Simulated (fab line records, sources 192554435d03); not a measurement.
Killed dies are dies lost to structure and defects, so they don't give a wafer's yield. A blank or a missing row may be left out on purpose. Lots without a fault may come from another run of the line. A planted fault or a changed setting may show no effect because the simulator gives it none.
Which tool did it? | flow n5_finfet | 9 lots, 27 wafers sampled, at 4 steps of a route of 1938

WHAT THE GAUGES READ, wafer by wafer
N5_BEOL_M4_RC_MEAS_101.
lot  | measured     | on        | VT_N_LONG (mV)
L623 | day 8 11:45  | prober-02 | 276.1 277.6 277.2
L625 | day 9 08:23  | prober-02 | 274.0 275.3 273.1
L631 | day 10 16:02 | prober-01 | 275.2 276.9 275.6
L633 | day 10 18:53 | prober-02 | 276.3 279.4 278.4
L639 | day 12 10:06 | prober-02 | 291.5 291.9 292.5
L640 | day 12 18:37 | prober-02 | 292.9 291.0 293.1
L643 | day 13 00:14 | prober-02 | 276.7 277.5 273.2
L644 | day 13 21:18 | prober-02 | 275.7 274.0 271.5
L646 | day 14 00:27 | prober-01 | 277.1 278.5 274.8

WHICH TOOL RAN EACH LOT (tool, then ch and the chambers of the sampled wafers, then the start)
lot  | N5_HKMG_FIN_CVD_62                      | N5_HKMG_FIN_ALD_91                  | N5_HKMG_FIN_STRIP_89
L623 | thermal_cvd_si-01 ch 0,1, day 4 02:52   | ald_metal-02 ch 0,1,2, day 4 05:29  | rie_diel-05 ch 0,1, day 4 05:53
L625 | thermal_cvd_si-01 ch 1,2, day 4 15:52   | ald_metal-01 ch 0,2,3, day 4 18:31  | rie_diel-05 ch 0,3, day 4 18:59
L631 | thermal_cvd_si-02 ch 0,1,2, day 6 04:47 | ald_metal-02 ch 0,2,3, day 6 07:31  | rie_diel-02 ch 1,2,3, day 6 07:55
L633 | thermal_cvd_si-02 ch 0,1,2, day 6 15:19 | ald_metal-03 ch 1,2,3, day 6 17:56  | rie_diel-02 ch 0,1,3, day 6 18:27
L639 | thermal_cvd_si-02 ch 0,2, day 8 00:16   | ald_metal-02 ch 0,2, day 8 03:12    | rie_diel-06 ch 0,1,2, day 8 03:36
L640 | thermal_cvd_si-02 ch 0,1,2, day 8 15:20 | ald_metal-02 ch 1,3, day 8 18:00    | rie_diel-05 ch 0,3, day 8 18:24
L643 | thermal_cvd_si-02 ch 0,2, day 9 00:41   | ald_metal-01 ch 0,2,3, day 9 03:27  | rie_diel-06 ch 1,3, day 9 03:58
L644 | thermal_cvd_si-01 ch 0,2, day 9 08:13   | ald_metal-01 ch 0,1,2, day 9 11:34  | rie_diel-02 ch 1,2, day 9 12:00
L646 | thermal_cvd_si-01 ch 1,2, day 9 22:47   | ald_metal-03 ch 0,1,3, day 10 01:31 | rie_diel-06 ch 2,3, day 10 01:55
- N5_HKMG_FIN_CVD_62: deposits a-Si from Si2H6, target thk 3 nm, time 20.8 s.
- N5_HKMG_FIN_ALD_91: deposits TiN, target thk 1 nm, pulse time 1 s, purge time 3 s.
- N5_HKMG_FIN_STRIP_89: strips SOC in N2/H2, time 20 s.

THE ANSWER, worked out from the rows above alone
Rule: what is usual is taken from the lots themselves. Put in order of their means at a reading, lots are off if they are a third of the lots or fewer, leave a main group of 4 or more, and stand apart from it by a gap of 3 or more times the standard deviation of the main group's means; of several such gaps the widest counts. A main group whose means are all the same, to the digits that the tables above print for the reading, isn't used. A lot without any number at a reading at which 4 lots or more have one is off too. The other lots that the step has rows for count as sound.
Off: L639, L640, at N5_BEOL_M4_RC_MEAS_101 (VT_N_LONG). The main group: mean 275.9 mV, standard deviation 1.4.
A tool fits if, at a process step before that reading, it ran every lot that is off, and no sound lot after the first of them. The gauges at N5_BEOL_M4_RC_MEAS_101 are tried like those tools. One fits: ald_metal-02 at N5_HKMG_FIN_ALD_91. Its last sound lot is L631 (day 6 07:31), its first lot that is off L639 (day 8 03:12): a fault that began between those two fits.

WHAT THE SIMULATOR HAD PUT IN
Process parameter drift: ald_metal-02, from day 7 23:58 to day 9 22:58, at N5_HKMG_FIN_ALD_91. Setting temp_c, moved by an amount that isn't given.
Lots struck among those shown: L639, L640. The rule above found the same.
